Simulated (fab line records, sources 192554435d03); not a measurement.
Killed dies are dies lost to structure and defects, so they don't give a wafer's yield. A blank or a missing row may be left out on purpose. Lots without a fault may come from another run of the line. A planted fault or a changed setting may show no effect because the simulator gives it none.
Tool commonality check | flow n5_finfet | 9 lots, 25 wafers sampled

WHY IT WAS OPENED
At N5_BEOL_M4_RC_MEAS_101 the reading IOFF_P_LONG is flagged on 3 of 9 lots. Wafers without a fault read 0.000103 nA/um, standard deviation 1.1e-05.
Rule: a lot is flagged when every wafer of it that has a number lies more than 4 standard deviations from that mean, or none has a number. The other lots count as sound.

lot  | measured     | on        | IOFF_P_LONG (nA/um), wafer by wafer | flag
L299 | day 8 07:55  | prober-02 | 0.000106 9.5e-05 0.000103           |
L301 | day 8 21:22  | prober-01 | 0.022446 0.021588 0.022031          | FLAGGED
L300 | day 9 02:36  | prober-02 | 0.017119 0.017628 0.017436          | FLAGGED
L302 | day 9 08:58  | prober-02 | 0.019475 0.019773 0.01958           | FLAGGED
L309 | day 11 16:40 | prober-02 | 9.9e-05 9.1e-05 9.8e-05             |
L314 | day 12 21:07 | prober-02 | 0.000126 0.000123                   |
L316 | day 12 22:52 | prober-01 | 0.000118 0.000116 0.000107          |
L317 | day 13 01:31 | prober-01 | 9e-05 9.4e-05                       |
L315 | day 13 01:37 | prober-02 | 0.000139 0.000128 0.000124          |
The numbers of the flagged lots are 0.019675 nA/um on average: +0.019572 nA/um against the usual, or +99 or more standard deviations.

WHICH TOOL RAN EACH LOT
The record holds 3 process steps before the reading, out of a route of 1938 steps. In each cell: the tool, then ch and the chambers that the sampled wafers went through, then the start.
lot  | flag    | N5_SDB_ETCH_25                    | N5_DUMMY_REMOVAL_HM_STRIP_01      | N5_HKMG_FIN_ALD_75
L299 |         | rie_diel-02 ch 0,2, day 4 11:20   | rie_diel-06 ch 0,2,3, day 4 14:43 | ald_hk-01 ch 0,1, day 4 15:52
L301 | FLAGGED | rie_diel-01 ch 0,1,3, day 5 01:57 | rie_diel-03 ch 0,1,3, day 5 05:19 | ald_hk-03 ch 0,2,3, day 5 06:28
L300 | FLAGGED | rie_diel-04 ch 0,1, day 4 19:26   | rie_diel-03 ch 1,2,3, day 4 23:48 | ald_hk-01 ch 0,2,3, day 5 01:07
L302 | FLAGGED | rie_diel-04 ch 0,1,2, day 5 04:02 | rie_diel-05 ch 1,2,3, day 5 07:23 | ald_hk-02 ch 0,1,3, day 5 08:37
L309 |         | rie_diel-01 ch 0,3, day 7 03:46   | rie_diel-03 ch 0,2,3, day 7 07:07 | ald_hk-01 ch 0,2,3, day 7 08:10
L314 |         | rie_diel-04 ch 2,3, day 8 07:04   | rie_diel-06 ch 2,3, day 8 10:26   | ald_hk-03 ch 2,3, day 8 11:29
L316 |         | rie_diel-01 ch 0,1,2, day 8 18:13 | rie_diel-06 ch 0,2,3, day 8 22:25 | ald_hk-01 ch 0,2,3, day 8 23:27
L317 |         | rie_diel-04 ch 1,2, day 9 01:47   | rie_diel-06 ch 0,2, day 9 05:10   | ald_hk-02 ch 1,3, day 9 06:26
L315 |         | rie_diel-01 ch 0,3, day 8 14:58   | rie_diel-03 ch 0,1,2, day 8 19:08 | ald_hk-02 ch 0,1, day 8 20:10
What these steps do:
- N5_SDB_ETCH_25: etches SiO2 in C4F6/O2, target depth 10 nm, time 3.3 s.
- N5_DUMMY_REMOVAL_HM_STRIP_01: strips SiNx in CH3F/O2, stops on poly-Si, target depth 4 nm, time 6.8 s.
- N5_HKMG_FIN_ALD_75: deposits Al2O3, target thk 1 nm, co reactant pulse time 1 s.
- N5_BEOL_M4_RC_MEAS_101

FLAGGED OVER TOTAL, TOOL BY TOOL (the gauges that took the reading come last)
step                         | tool        | lots run | flagged | share of the flagged lots | sound lots run after its first flagged lot
N5_SDB_ETCH_25               | rie_diel-01 | 4        | 1       | some                      | 3 (L309,L315,L316)
N5_SDB_ETCH_25               | rie_diel-02 | 1        | 0       | none                      | -
N5_SDB_ETCH_25               | rie_diel-04 | 4        | 2       | some                      | 2 (L314,L317)
N5_DUMMY_REMOVAL_HM_STRIP_01 | rie_diel-03 | 4        | 2       | some                      | 2 (L309,L315)
N5_DUMMY_REMOVAL_HM_STRIP_01 | rie_diel-05 | 1        | 1       | some                      | 0
N5_DUMMY_REMOVAL_HM_STRIP_01 | rie_diel-06 | 4        | 0       | none                      | -
N5_HKMG_FIN_ALD_75           | ald_hk-01   | 4        | 1       | some                      | 2 (L309,L316)
N5_HKMG_FIN_ALD_75           | ald_hk-02   | 3        | 1       | some                      | 2 (L315,L317)
N5_HKMG_FIN_ALD_75           | ald_hk-03   | 2        | 1       | some                      | 1 (L314)
N5_BEOL_M4_RC_MEAS_101       | prober-01   | 3        | 1       | some                      | 2 (L316,L317)
N5_BEOL_M4_RC_MEAS_101       | prober-02   | 6        | 2       | some                      | 3 (L309,L314,L315)

WHAT THE TABLE ALLOWS
No row of the table ran every flagged lot.

WHAT THE SIMULATOR HAD PUT IN
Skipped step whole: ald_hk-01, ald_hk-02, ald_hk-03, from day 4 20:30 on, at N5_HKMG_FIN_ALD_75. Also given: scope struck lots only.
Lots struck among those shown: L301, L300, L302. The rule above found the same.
